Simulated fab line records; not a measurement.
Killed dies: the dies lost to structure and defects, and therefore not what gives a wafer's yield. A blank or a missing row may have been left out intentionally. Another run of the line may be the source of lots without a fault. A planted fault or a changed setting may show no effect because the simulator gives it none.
fab line records    flow nand-harc
record lots=5  wafers=15  last-day=26
route steps=1159 shown A_SLIT@802 A_SIN_REMOVE@804 A_WL_FILL@809 END@1159
lots untouched by any fault: they come from a run of this same line in which no faults occurred
start-h: hours from the record's first day to the start of the lot's first wafer shown    wait-h: hours from the lot's prior step to this one    " the same as in the row above    L1.1+2: one row covering several wafers at once    - no value present, or no start provided    * or withheld: withheld    < > ~ a bound
route shown NAME@n: a module of which the file shows steps, and the number in the route of the first    usual: mean/standard deviation taken from wafers without a fault    same: alike in all rows    chamber/n: place in a boat    sites: the reading at each site    _std_site: the values' standard deviation    _edge_site: outer sites' mean less inner sites'    radius-mm: for every site, how far away it sits from the centre of the wafer    mask NAME#n: copy n    behind: the tool/chamber that last shaped the wafer    hold: cause of the lot's hold/its duration in hours/its outcome    device: which transistor (n, p or np) failed to switch    end of line: the route-end tests of the same wafers    for a step that has no rows: nothing shown but its recipe    killed: dies that structure and defects cost at the first sort, which is not the same as the wafer's yield    map: shows each die of a wafer: x if killed, . if not, _ if none is there
set.NAME: the setting that was run; set.NAME@STEP: the one run at that earlier step    model.NAME: the simulator's own value behind a step, which no gauge read
lots seen at some steps along the route; tables by step, rows by wafer
services: the hour from which a tool's chamber was out of use, counted from the record's first day as start-h (under 0 if before that day), plus the number of hours and why
## steps
# step NHARC_A_SLIT_SRD_20
# step NHARC_A_SLIT_CD_MEAS_21
# usual cd-nm=289.3/0.85
lot.wafer  tool       chamber  start-h  wait-h  cd-nm
L363.2     cd-sem-03  -        326.59   0.1     290.5
L363.4     "          -        "        "       288.4
L363.5     "          -        "        "       289.5
L364.1     cd-sem-01  -        328.82   -       288.2
L364.2     "          -        "        "       289.6
L364.6     "          -        "        "       290.2
L374.1     cd-sem-01  -        398.73   -       289.9
L374.2     "          -        "        "       289.2
L374.5     "          -        "        "       289.2
L380.1     cd-sem-02  -        425.76   -       288.8
L380.2     "          -        "        "       289.6
L380.6     "          -        "        "       289.7
L381.1     cd-sem-02  -        448.15   -       289.5
L381.4     "          -        "        "       289.2
L381.6     "          -        "        "       290.2
# step NHARC_A_SIN_REMOVE_WET_00
# recipe temp-c=160  time-s=15300  chemistry=H3PO4
# step NHARC_A_SIN_REMOVE_PRECLEAN_01
# recipe time-s=*  temp-c=50  bath-age-min=0  chemistry=SC1
# step NHARC_A_SIN_REMOVE_SRD_02
# step NHARC_A_SIN_REMOVE_INSPECT_04
# usual raw-defect-count=308/97
lot.wafer  tool               chamber  start-h  wait-h  raw-defect-count
L363.2     defect-inspect-01  -        332.56   0.0     355
L363.4     "                  -        "        "       205
L363.5     "                  -        "        "       401
L364.1     defect-inspect-02  -        336.05   0.0     377
L364.2     "                  -        "        "       275
L364.6     "                  -        "        "       240
L374.1     defect-inspect-01  -        405.87   0.0     261
L374.2     "                  -        "        "       233
L374.5     "                  -        "        "       215
L380.1     defect-inspect-02  -        431.87   0.0     277
L380.2     "                  -        "        "       228
L380.6     "                  -        "        "       296
L381.1     defect-inspect-02  -        455.22   0.0     390
L381.4     "                  -        "        "       448
L381.6     "                  -        "        "       371
# step NHARC_A_WL_FILL_ALD_00
# recipe target-thk-a=30  pulse-time-s=3  ald-cycles=30  temp-c=300  material=Al2O3
# usual heater-power-w=469/54  precursor-pulse-height-rel=1.000/0.02
lot.wafer  tool       chamber  start-h  wait-h  heater-power-w  precursor-pulse-height-rel
L363.2     ald-hk-02  3        335.39   2.8     375             0.998
L363.4     "          1        "        "       511             1.036
L363.5     "          3        "        "       381             0.993
L364.2     ald-hk-02  2        338.95   2.9     473             1.022
L364.1     "          0        "        "       517             0.964
L364.6     "          2        "        "       481             1.026
L374.1     ald-hk-04  0        408.21   2.3     407             0.985
L374.2     "          3        "        "       493             1.028
L374.5     "          1        "        "       525             1.022
L380.1     ald-hk-02  1        434.00   2.1     508             1.008
L380.2     "          3        "        "       382             0.999
L380.6     "          1        "        "       506             0.974
L381.4     ald-hk-03  0        455.31   0.1     503             1.011
L381.1     "          1        "        "       501             1.003
L381.6     "          3        "        "       434             0.992
# step NHARC_A_WL_FILL_RTA_01
# recipe temp-c=1000  time-s=5
# usual anneal-temp-c-max=1006.1/2.3  lamp-power-pct=29.7/3  lamp_zone_5_pct=29.7/3  wafer_temp_C_max=1004.5/1.6
lot.wafer  tool           chamber  start-h  wait-h  anneal-temp-c-max  lamp-power-pct  lamp_zone_5_pct  wafer_temp_C_max
L363.2     rtp-anneal-01  0        335.73   -       1007.9             32.5            32.4             1005.6
L363.4     "              0        "        "       1009.5             32.4            32.4             1005.0
L363.5     "              0        "        "       1009.9             32.4            32.5             1005.6
L364.1     rtp-anneal-02  0        339.38   -       1003.9             26.4            26.4             1002.6
L364.2     "              0        "        "       1004.4             26.4            26.4             1003.4
L364.6     "              0        "        "       1004.4             26.4            26.4             1002.8
L374.1     rtp-anneal-02  0        408.48   -       1005.7             26.4            26.4             1003.2
L374.2     "              0        "        "       1003.4             26.4            26.4             1003.4
L374.5     "              0        "        "       1004.7             26.4            26.4             1002.2
L380.1     rtp-anneal-02  0        434.37   0.3     1003.0             26.4            26.4             1004.6
L380.2     "              0        "        "       1003.1             26.4            26.3             1003.0
L380.6     "              0        "        "       1003.3             26.4            26.4             1004.6
L381.1     rtp-anneal-01  0        455.55   -       1005.1             32.4            32.4             1005.3
L381.4     "              0        "        "       1007.1             32.4            32.4             1006.5
L381.6     "              0        "        "       1006.0             32.4            32.4             1006.1
# step NHARC_A_WL_FILL_ALD_02
# recipe target-thk-a=20  pulse-time-s=3  ald-cycles=100  temp-c=450  material=TiN
# usual heater-power-w=1013/99  precursor-pulse-height-rel=1.001/0.021
lot.wafer  tool          chamber  start-h  wait-h  heater-power-w  precursor-pulse-height-rel
L363.2     ald-metal-01  3        335.92   0.2     936             1.001
L363.5     "             1        "        "       984             0.990
L363.4     "             2        "        "       924             1.019
L364.2     ald-metal-04  1        339.68   0.2     1127            0.967
L364.1     "             2        "        "       872             1.008
L364.6     "             3        "        "       1028            1.037
L374.1     ald-metal-03  3        408.69   0.2     1048            1.010
L374.2     "             1        "        "       987             1.009
L374.5     "             0        "        "       1057            0.990
L380.1     ald-metal-03  1        434.63   0.2     1040            0.989
L380.2     "             2        "        "       1300            1.019
L380.6     "             1        "        "       1017            0.984
L381.1     ald-metal-04  0        455.86   0.3     1001            0.985
L381.6     "             2        "        "       867             0.970
L381.4     "             0        "        "       957             1.012
# step NHARC_A_WL_FILL_CVD_03
# recipe target-thk-a=400  temp-c=300  pressure-torr=40  wf6-flow-sccm=40  h2-flow-sccm=1600  ar-flow-sccm=1560  time-s=3302  material=W
# usual heater-power-w=499/40  mfc-ar-sccm=1559/4.8  throttle-valve-pct=8.3/0.53
lot.wafer  tool      chamber  start-h  wait-h  heater-power-w  mfc-ar-sccm  throttle-valve-pct
L363.2     cvd-w-01  0        336.43   0.1     524             1566         8.5
L363.4     "         1        337.84   1.5     448             1565         7.4
L363.5     "         1        "        "       460             1561         7.6
L364.1     cvd-w-02  1        342.84   2.9     476             1561         9.0
L364.2     "         0        "        "       548             1558         8.5
L364.6     "         0        345.17   5.2     555             1569         8.7
L374.1     cvd-w-02  0        412.28   3.2     549             1561         8.2
L374.2     "         1        "        "       462             1559         8.7
L374.5     "         1        414.66   5.6     478             1560         8.8
L380.2     cvd-w-01  0        436.62   1.6     536             1550         8.7
L380.1     "         1        "        "       458             1561         7.7
L380.6     "         1        438.96   4.0     453             1561         7.8
L381.1     cvd-w-01  1        456.27   0.1     456             1572         7.7
L381.4     "         1        "        "       448             1565         7.5
L381.6     "         0        458.66   2.4     522             1557         8.8
# step NHARC_A_WL_FILL_ETCHBACK_04
# recipe target-depth-a=600  time-s=120  chemistry=NF3
# usual drypump-motor-current-A=5.3/0.33  oes-product-au=0.999/0.01  run-length-s=141.1/0.45
lot.wafer  tool          chamber  start-h  wait-h  drypump-motor-current-A  oes-product-au  rf-hours-counter-h  run-length-s
L363.2     rie-metal-03  0        339.76   2.9     5.5                      0.997           1.0                 141.0
L363.4     "             0        "        "       5.5                      0.996           -                   141.0
L363.5     "             1        "        "       4.9                      0.992           -                   141.2
L364.1     rie-metal-02  0        346.12   2.8     5.5                      1.000           3.3                 140.1
L364.2     "             1        "        "       5.7                      1.001           3.3                 141.1
L364.6     "             0        "        "       5.5                      1.001           -                   140.2
L374.1     rie-metal-03  0        415.62   2.9     5.5                      0.992           3.6                 91.3
L374.2     "             1        "        "       4.9                      0.976           3.6                 140.6
L374.5     "             0        "        "       5.5                      0.994           -                   141.0
L380.1     rie-metal-02  0        439.92   2.4     5.5                      0.993           1.4                 140.3
L380.2     "             1        "        "       5.7                      1.002           1.4                 141.3
L380.6     "             0        "        "       5.5                      0.995           -                   140.5
L381.1     rie-metal-01  0        459.62   2.9     4.9                      1.002           3.6                 141.5
L381.4     "             1        "        "       5.1                      1.018           -                   141.4
L381.6     "             0        "        "       4.9                      1.015           -                   141.1
# step NHARC_A_WL_FILL_ETCHBACK_05
# recipe target-depth-a=220  time-s=60  temp-c=40  chemistry=Cl2/BCl3
# usual drypump-motor-current-A=5.3/0.34  oes-product-au=0.999/0.0096  run-length-s=81.1/0.47
lot.wafer  tool          chamber  start-h  wait-h  drypump-motor-current-A  oes-product-au  rf-hours-counter-h  run-length-s
L363.2     rie-metal-03  0        339.98   0.2     5.5                      1.005           1.1                 80.9
L363.4     "             0        "        "       5.5                      1.009           -                   81.3
L363.5     "             1        "        "       4.9                      0.995           -                   81.6
L364.1     rie-metal-02  1        346.36   0.2     5.8                      1.008           3.4                 81.1
L364.2     "             0        "        "       5.5                      0.994           3.4                 80.1
L364.6     "             1        "        "       5.8                      1.007           -                   81.3
L374.2     rie-metal-03  0        415.86   0.2     5.5                      1.004           3.7                 80.9
L374.1     "             1        "        "       4.9                      0.981           3.7                 80.6
L374.5     "             1        "        "       4.9                      0.989           -                   80.7
L380.1     rie-metal-02  0        440.16   0.2     5.5                      0.989           1.5                 80.2
L380.2     "             1        "        "       5.7                      0.996           1.5                 81.2
L380.6     "             0        "        "       5.6                      0.992           -                   80.6
L381.1     rie-metal-01  1        459.88   0.2     5.1                      1.015           3.2                 81.7
L381.4     "             0        "        "       5.0                      1.005           -                   81.5
L381.6     "             1        "        "       5.1                      1.013           -                   81.2
# step NHARC_END_SORT_01
# recipe temp-c=25
# usual killed-at-array=27/12  killed-at-other=0.9/1.1  killed-at-periphery=3.2/2.4  killed-dies=31/12  killed-open=3.3/1.7  killed-short=2.0/1.6
# same gross-dies=677
lot.wafer  tool       chamber  start-h  wait-h  killed-at-array  killed-at-other  killed-at-periphery  killed-dies  killed-open  killed-short
L374.1     prober-02  0        579.01   2.5     672              0                5                    677          4            1
# killed by level:class
L374.1 A_WL_FILL:area-etchback=626 A_CHANNEL_HOLE_D1:chamber-film-flake=20 A_SLIT:chamber-film-flake=15 A_STAIRCASE:chamber-film-flake=4 A_CHANNEL_FILL_D1:chamber-film-flake=2 A_CONTACT:chamber-film-flake=2 P_CONTACT:geometric-particle:open=1 P_M0:geometric-particle:open=1
# map L374.1 (x killed, . not)
____________x____________
_________xxxxxxx_________
_______xxxxxxxxxxx_______
______xxxxxxxxxxxxx______
_____xxxxxxxxxxxxxxx_____
____xxxxxxxxxxxxxxxxx____
____xxxxxxxxxxxxxxxxx____
___xxxxxxxxxxxxxxxxxxx___
___xxxxxxxxxxxxxxxxxxx___
__xxxxxxxxxxxxxxxxxxxxx__
__xxxxxxxxxxxxxxxxxxxxx__
_xxxxxxxxxxxxxxxxxxxxxxx_
_xxxxxxxxxxxxxxxxxxxxxxx_
_xxxxxxxxxxxxxxxxxxxxxxx_
_xxxxxxxxxxxxxxxxxxxxxxx_
_xxxxxxxxxxxxxxxxxxxxxxx_
xxxxxxxxxxxxxxxxxxxxxxxxx
xxxxxxxxxxxxxxxxxxxxxxxxx
xxxxxxxxxxxxxxxxxxxxxxxxx
xxxxxxxxxxxxxxxxxxxxxxxxx
xxxxxxxxxxxxxxxxxxxxxxxxx
_xxxxxxxxxxxxxxxxxxxxxxx_
_xxxxxxxxxxxxxxxxxxxxxxx_
_xxxxxxxxxxxxxxxxxxxxxxx_
_xxxxxxxxxxxxxxxxxxxxxxx_
_xxxxxxxxxxxxxxxxxxxxxxx_
__xxxxxxxxxxxxxxxxxxxxx__
__xxxxxxxxxxxxxxxxxxxxx__
___xxxxxxxxxxxxxxxxxxx___
___xxxxxxxxxxxxxxxxxxx___
____xxxxxxxxxxxxxxxxx____
____xxxxxxxxxxxxxxxxx____
_____xxxxxxxxxxxxxxx_____
______xxxxxxxxxxxxx______
_______xxxxxxxxxxx_______
_________xxxxxxx_________
____________x____________
# map L363.2 (x killed, . not)
____________.____________
_________..xx..._________
_______..x........_______
______.....x.......______
_____...x.x.x......._____
____.....x.x.........____
____....x.xx....x....____
___.......x...........___
___......x............___
__.....................__
__.x.........x.x.......__
_......................._
_......................._
_..................x...._
_......................._
_......................._
.........................
..x......................
.......................x.
.x........x..........xxx.
.x.x.....................
_..................x...._
_......x............x..._
_.......x..............._
_.x..................x.._
_......................._
__.....................__
__......x.............x__
___...................___
___...................___
____.................____
____..x..............____
_____.x.x..........._____
______.............______
_______........x.._______
_________......._________
____________.____________
## services
tool          chamber  start-h  hours  kind
ald-metal-03  -        319.35   26.7   repair
ald-metal-01  0        324.95   57.2   repair
rie-metal-01  -        332.00   9.0    pm
cvd-w-02      -        350.57   0.9    repair
rie-metal-01  1        356.32   5.3    repair
ald-hk-04     -        367.39   10.0   pm
ald-metal-04  -        369.48   0.7    repair
cvd-w-02      -        382.46   13.0   pm
rie-metal-02  -        388.12   9.0    pm
rie-metal-02  0        388.12   9.0    vent-cycle
rie-metal-02  1        388.12   9.0    vent-cycle
ald-hk-03     -        394.73   0.7    repair
rie-metal-02  0        397.12   -      clean
rie-metal-02  1        397.12   -      clean
rie-metal-03  -        398.09   0.3    repair
ald-hk-04     -        402.20   1.2    repair
ald-metal-04  -        406.00   10.0   pm
ald-metal-03  -        409.69   2.2    repair
rie-metal-03  -        453.00   9.0    pm
rie-metal-03  0        453.00   9.0    vent-cycle
rie-metal-03  1        453.00   9.0    vent-cycle
ald-metal-01  -        458.00   10.0   pm
ald-hk-02     -        459.16   10.0   pm
ald-hk-02     0        459.16   10.0   vent-cycle
## key
first-sign step=NHARC_A_WL_FILL_ETCHBACK_04  reading=run-length-s  direction=down  sigmas=99+  usual=*  struck=*
effect step=NHARC_END_SORT_01  reading=killed-dies  direction=up  sigmas=56  usual=31  struck=677
more-kills-born-at NHARC_A_WL_FILL_ETCHBACK_04@rie-metal-03=626
met-at NHARC_A_WL_FILL_ETCHBACK_04
struck-wafers L374.1
later-rows-left-out L374.1
tester-left-out L374
onset-between 339.76 415.62
fault kind=process-parameter-drift  tool=rie-metal-03  chamber=-  onset-h=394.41  steps=NHARC_A_WL_FILL_ETCHBACK_04  channel=time-s  offset=*  shape=step  end-h=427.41  scope=struck-wafers-only  acts-in=*  stated=*
# tester-left-out: of these lots the tester's yield and bins aren't shown, on N5 and GAA mostly nor the transistor test; their killed dies are dies lost to structure and defects alone, not to doping, threshold or leakage, so they don't give the yield
# later-rows-left-out: the simulator's readings of these wafers behind a module that went badly wrong aren't trusted and aren't shown, but for the sort
